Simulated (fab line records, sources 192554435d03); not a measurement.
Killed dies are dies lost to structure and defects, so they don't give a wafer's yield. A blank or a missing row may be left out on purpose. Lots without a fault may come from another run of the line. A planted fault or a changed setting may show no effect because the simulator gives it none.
fab line records | flow n5_finfet
record lots=12 wafers=35 last_day=19
route steps=1938 shown BEOL_M8@1387 BEOL_M9@1427
lots that met no fault: from a run of the same line without faults
start_h: hours from the record's first day to the start of the lot's first wafer shown | wait_h: hours since the lot's step before | " the same as in the row above | L1.1+2: a row that stands for several wafers | - no value, or no start given | * or withheld: withheld | < > ~ a bound
route shown NAME@n: a module of which the file shows steps, and the number in the route of the first | usual: mean/standard deviation of fault-free wafers | same: alike in all rows | chamber/n: place in a boat | sites: the reading at each site | _std_site: their standard deviation | _edge_site: outer sites' mean less inner sites' | radius_mm: how far each site lies from the wafer's centre | mask NAME#n: copy n | behind: the tool/chamber that last shaped the wafer | hold: why the lot was held/for how many hours/how that ended | device: the transistor (n, p or np) that didn't switch | end of line: the same wafers' tests at the end of the route | a step without rows: its recipe alone | killed: dies lost to structure and defects at the first sort, not the wafer's yield | map: a wafer's dies, x killed, . not, _ none there
set.NAME: the setting as run; set.NAME@STEP: as run at that earlier step | model.NAME: the simulator's own value behind a step, which no gauge read
steps of the route over a sample of lots; a table a step, a row a wafer
services: from which hour (start_h, from the record's first day; less than 0 if before it) a tool's chamber was out of use, for how many hours, and why
## steps
# step N5_BEOL_M8_DEGAS_44
# recipe ambient=vacuum temp_c=250 time_s=60
# usual heater_power_w=336/30 susceptor_temp_C=249.98/0.18
# columns lot.wafer tool chamber start_h wait_h heater_power_w susceptor_temp_C
L527.1 pvd_sputter-02 - 201.34 0.3 315 249.98
L527.3 " - " " 315 249.91
L528.1 pvd_sputter-03 - 209.33 1.4 373 249.75
L528.2 " - " " 355 250.29
L528.5 " - " " 361 250.34
L532.2 pvd_sputter-01 - 227.83 0.2 309 250.05
L532.3 " - " " 333 249.69
L532.6 " - " " 314 249.94
L533.1 pvd_sputter-03 - 238.32 0.6 405 249.74
L533.2 " - " " 351 249.90
L533.6 " - " " 306 250.16
L534.2 pvd_sputter-01 - 243.17 0.4 316 249.79
L534.5 " - " " 331 250.22
L534.6 " - " " 324 249.53
L536.1 pvd_sputter-02 - 250.69 0.3 325 249.93
L536.4 " - " " 360 250.11
L536.6 " - " " 317 250.03
L537.4 pvd_sputter-02 - 256.86 0.3 329 250.00
L537.5 " - " " 320 249.83
L537.6 " - " " 313 249.98
L539.1 pvd_sputter-03 - 284.43 2.0 308 250.01
L539.2 " - " " 390 250.14
L539.6 " - " " 345 249.81
L542.1 pvd_sputter-03 - 294.25 1.0 297 249.77
L542.5 " - " " 379 250.13
L542.6 " - " " 309 249.75
L546.3 pvd_sputter-01 - 349.87 0.4 333 249.98
L546.5 " - " " 325 249.88
L546.6 " - " " 312 249.78
L547.1 pvd_sputter-01 - 355.71 3.9 317 249.88
L547.4 " - " " 309 249.79
L547.5 " - " " 343 250.08
L548.2 pvd_sputter-03 - 392.61 0.3 310 250.20
L548.3 " - " " 376 250.13
L548.6 " - " " 379 250.04
# step N5_BEOL_M8_ALD_77
# recipe material=TaN target_thk_a=20 temp_c=275 ald_precursor_family=PDMAT ald_co_reactant=NH3 pressure_torr=3 carrier_flow_sccm=1500 pulse_time_s=2 purge_time_s=3 co_reactant_purge_time_s=2 co_reactant_pulse_time_s=3 ald_cycles=40 precursor_vessel_temp_c=75 precursor_vessel_pressure_torr=26.25 precursor_vessel_carrier_sccm=1000
# usual chamber_pressure_Torr=3.000/0.0067 heater_power_w=426/37 susceptor_temp_C=275.00/0.17
# columns lot.wafer tool chamber start_h wait_h chamber_pressure_Torr heater_power_w susceptor_temp_C
L527.1 ald_metal-04 1 201.45 0.1 3.004 472 275.26
L527.3 " 2 " " 2.991 439 275.21
L528.1 ald_metal-01 3 209.44 0.0 2.988 410 275.08
L528.2 " 0 " " 3.006 443 274.94
L528.5 " 2 " " 3.005 435 275.19
L532.2 ald_metal-04 1 227.97 0.1 3.005 471 274.64
L532.3 " 2 " " 2.999 452 275.03
L532.6 " 3 " " 3.001 448 275.33
L533.1 ald_metal-02 0 238.42 0.0 3.009 356 274.83
L533.2 " 2 " " 2.992 349 275.25
L533.6 " 1 " " 2.987 360 274.71
L534.2 ald_metal-01 2 243.27 0.0 2.995 427 274.79
L534.5 " 0 " " 3.003 436 274.94
L534.6 " 3 " " 3.007 412 275.02
L536.1 ald_metal-04 2 250.79 0.0 3.002 431 274.88
L536.4 " 1 " " 2.987 463 275.04
L536.6 " 2 " " 2.997 459 275.14
L537.4 ald_metal-01 3 257.15 0.2 3.002 400 275.55
L537.5 " 1 " " 2.993 479 274.96
L537.6 " 2 " " 3.000 417 275.21
L539.1 ald_metal-04 2 284.55 0.1 2.993 443 275.27
L539.2 " 3 " " 3.007 444 275.01
L539.6 " 1 " " 2.996 460 274.99
L542.1 ald_metal-04 3 294.35 0.0 3.001 452 274.82
L542.5 " 0 " " 2.990 419 275.21
L542.6 " 1 " " 3.003 454 274.93
L546.3 ald_metal-04 3 349.98 0.0 3.004 456 274.99
L546.5 " 2 " " 3.006 445 274.97
L546.6 " 3 " " 3.007 457 274.81
L547.1 ald_metal-02 3 355.81 0.0 2.997 380 274.58
L547.4 " 2 " " 3.001 339 274.86
L547.5 " 1 " " 3.005 370 274.81
L548.2 ald_metal-01 3 392.71 0.0 2.996 385 275.02
L548.3 " 1 " " 2.999 415 274.92
L548.6 " 1 " " 3.002 405 275.09
# step N5_BEOL_M9_COAT_75
# recipe resist=underlayer temp_c=205 time_s=60 spin_rpm=1500 resist_thk_nm=5
# usual heater_power_total_W=391.5/1.3 run_length_s=66.26/0.16
# columns lot.wafer tool chamber start_h wait_h heater_power_total_W run_length_s
L527.1 litho_track-04 0 208.28 - 393.3 65.98
L527.3 " 0 " " 393.0 66.12
L528.1 litho_track-04 0 213.95 - 389.7 66.00
L528.2 " 0 " " 391.1 65.98
L528.5 " 0 " " 390.1 66.25
L532.2 litho_track-04 0 233.93 - 389.7 66.36
L532.3 " 0 " " 389.7 66.02
L532.6 " 0 " " 389.6 66.19
L533.1 litho_track-02 0 244.11 - 393.8 66.33
L533.2 " 0 " " 390.1 66.28
L533.6 " 0 " " 390.1 66.41
L534.2 litho_track-03 0 248.86 - 390.0 66.31
L534.5 " 0 " " 391.4 66.30
L534.6 " 0 " " 390.2 66.27
L536.1 litho_track-02 0 258.08 - 393.5 66.30
L536.4 " 0 " " 390.2 66.20
L536.6 " 0 " " 393.9 66.34
L537.4 litho_track-04 0 266.88 - 392.6 66.06
L537.5 " 0 " " 391.1 66.19
L537.6 " 0 " " 392.3 66.34
L539.1 litho_track-02 0 290.02 - 391.2 66.40
L539.2 " 0 " " 392.1 66.31
L539.6 " 0 " " 393.9 66.43
L542.1 litho_track-04 0 298.00 - 392.1 65.99
L542.5 " 0 " " 392.1 66.17
L542.6 " 0 " " 393.4 66.14
L546.3 litho_track-04 0 359.00 - 463.6 51.38
L546.5 " 0 " " 464.6 51.40
L546.6 " 0 " " 463.1 51.35
L547.1 litho_track-04 0 362.43 - 465.5 51.28
L547.4 " 0 " " 463.5 51.39
L547.5 " 0 " " 461.8 51.46
L548.2 litho_track-02 0 399.61 - 390.4 66.36
L548.3 " 0 " " 393.3 66.37
L548.6 " 0 " " 392.2 66.54
# step N5_BEOL_M9_CD_MEAS_28
# recipe target_cd_nm=70 landing_energy_ev=500 detector=se_inlens polarity=opening
# usual cd_nm=70.11/0.26
# columns lot.wafer tool chamber start_h wait_h cd_nm
L527.1 cd_sem-03 0 208.67 - 70.14
L527.3 " 0 " " 70.52
L528.1 cd_sem-01 0 214.21 - 70.02
L528.2 " 0 " " 69.51
L528.5 " 0 " " 69.81
L532.2 cd_sem-02 0 234.36 - 70.10
L532.3 " 0 " " 70.43
L532.6 " 0 " " 69.94
L533.1 cd_sem-02 0 244.37 - 70.48
L533.2 " 0 " " 70.10
L533.6 " 0 " " 70.17
L534.2 cd_sem-03 0 249.12 - 70.37
L534.5 " 0 " " 69.93
L534.6 " 0 " " 70.17
L536.1 cd_sem-03 0 258.34 - 70.53
L536.4 " 0 " " 70.25
L536.6 " 0 " " 70.06
L537.4 cd_sem-01 0 267.27 - 70.15
L537.5 " 0 " " 69.68
L537.6 " 0 " " 69.64
L539.1 cd_sem-03 0 290.45 - 69.39
L539.2 " 0 " " 70.52
L539.6 " 0 " " 70.12
L542.1 cd_sem-03 0 298.26 - 70.19
L542.5 " 0 " " 70.28
L542.6 " 0 " " 69.75
L546.3 cd_sem-03 0 359.39 - 69.98
L546.5 " 0 " " 70.22
L546.6 " 0 " " 70.18
L547.1 cd_sem-03 0 362.71 - 69.80
L547.4 " 0 " " 69.85
L547.5 " 0 " " 70.14
L548.2 cd_sem-02 0 400.04 - 69.50
L548.3 " 0 " " 69.77
L548.6 " 0 " " 70.00
## services
# columns tool chamber start_h hours kind
ald_metal-02 - 239.74 0.8 repair
litho_track-03 - 246.69 - consumable_replace:filter
pvd_sputter-02 - 269.38 29.2 repair
ald_metal-01 - 279.78 14.6 pm
ald_metal-02 2 281.62 6.4 repair
ald_metal-02 - 296.99 14.6 pm
ald_metal-04 - 301.55 2.8 pm
ald_metal-01 - 303.83 14.1 repair
ald_metal-04 3 305.55 25.9 repair
ald_metal-02 - 320.01 28.1 pm
ald_metal-01 - 337.41 14.0 pm
ald_metal-01 0 337.41 14.0 vent_cycle
ald_metal-01 1 337.41 14.0 vent_cycle
ald_metal-01 2 337.41 14.0 vent_cycle
ald_metal-01 3 337.41 14.0 vent_cycle
ald_metal-01 0 351.41 - clean
ald_metal-01 1 351.41 - clean
ald_metal-01 2 351.41 - clean
ald_metal-01 3 351.41 - clean
pvd_sputter-03 - 355.87 6.6 repair
ald_metal-04 1 366.46 2.0 repair
pvd_sputter-02 - 394.55 4.0 repair
## key
first_sign step=N5_BEOL_M9_COAT_75 reading=run_length_s direction=down sigmas=91 usual=* struck=*
effect step=N5_BEOL_M9_COAT_75 reading=heater_power_total_W direction=up sigmas=54 usual=* struck=*
met_at N5_BEOL_M9_COAT_75
struck_lots L546,L547
not_acting_at N5_BEOL_M8_DEGAS_44,N5_BEOL_M8_ALD_77,N5_BEOL_M9_CD_MEAS_28
onset_between 298.00 359.00
fault kind=process_parameter_drift tool=litho_track-04 chamber=- onset_h=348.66 steps=N5_BEOL_M9_COAT_75 channel=time_s offset=* shape=step end_h=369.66 acts_in=* stated=*
